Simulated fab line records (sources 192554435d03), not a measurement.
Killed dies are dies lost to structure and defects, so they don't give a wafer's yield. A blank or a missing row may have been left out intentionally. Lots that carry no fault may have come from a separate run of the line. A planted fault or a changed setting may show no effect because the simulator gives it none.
Matching of chambers ; flow n5Finfet ; N5_BEOL_M13_ETCH_38 on rieDiel-03 has 4 sister chambers
The step etches SiCN in CF4/N2, target depth 67.5 nm, time 71.9 s. 20 wafers are shown with their chamber, then 10 later ones without.

WAFERS WITH THEIR CHAMBER
wafer;chamber;showerheadPlenumPTorr (Torr);drypumpMotorCurrentA (A);oesProductAu (a.u.)
L075.4;1;2.33;5.0;0.83
L075.5;3;2.08;6.4;0.67
L075.6;2;2.14;5.3;0.81
L074.2;1;2.33;5.0;0.83
L074.3;3;2.08;6.5;0.67
L074.4;1;2.33;5.0;0.83
L076.2;3;2.08;6.5;0.67
L076.3;2;2.14;5.3;0.81
L076.6;1;2.33;5.0;0.83
L079.1;1;2.33;5.0;0.83
L079.2;0;2.28;6.0;0.68
L079.6;0;2.28;6.0;0.68
L081.1;2;2.13;5.3;0.80
L081.2;0;2.28;5.9;0.68
L081.3;1;2.33;5.0;0.82
L081.4;2;2.13;5.3;0.80
L081.5;0;2.28;6.0;0.68
L081.6;1;2.33;5.0;0.83
L086.2;1;2.32;5.0;0.81
L086.3;2;2.13;5.3;0.78

SIGNATURES (averages over the wafers above)
reading;chamber 0;chamber 1;chamber 2;chamber 3;scatter within a chamber
showerheadPlenumPTorr;2.2800;2.3287;2.1340;2.0800;0.0036
drypumpMotorCurrentA;5.975;5.000;5.300;6.467;0.0298
oesProductAu;0.6800;0.8262;0.8000;0.6700;0.00786
Rule: a wafer lies at a distance from a chamber equal to the root of the sum of squares, over the readings, of (its reading less the chamber's mean, divided by the reading's scatter). The wafer belongs to the nearest chamber; if the next one is less than 2 further off, it can't be placed. The scatter is the square root of a quotient: the sum, over the shown wafers, of each reading's squared deviation from its chamber's mean, divided by wafers minus chambers.

WAFERS WITHOUT THEIR CHAMBER
wafer;showerheadPlenumPTorr (Torr);drypumpMotorCurrentA (A);oesProductAu (a.u.)
L086.6;2.28;5.9;0.68
L092.1;2.34;6.5;0.92
L092.2;2.27;6.0;0.67
L092.4;2.12;5.3;0.78
L097.1;2.27;5.9;0.66
L097.2;2.12;5.2;0.76
L097.3;2.32;5.0;0.79
L097.4;2.33;6.4;0.88
L097.5;2.12;5.3;0.76
L097.6;2.33;6.5;0.89

EACH ONE'S CHAMBER
wafer;from the rows above;in truth
L086.6;0;0
L092.1;0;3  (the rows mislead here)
L092.2;0;0
L092.4;2;2
L097.1;0;0
L097.2;2;2
L097.3;1;1
L097.4;0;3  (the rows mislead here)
L097.5;2;2
L097.6;0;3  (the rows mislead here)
Correctly placed: 7 of 10. Number that these rows cannot place: 0. Number placed wrongly: 3.
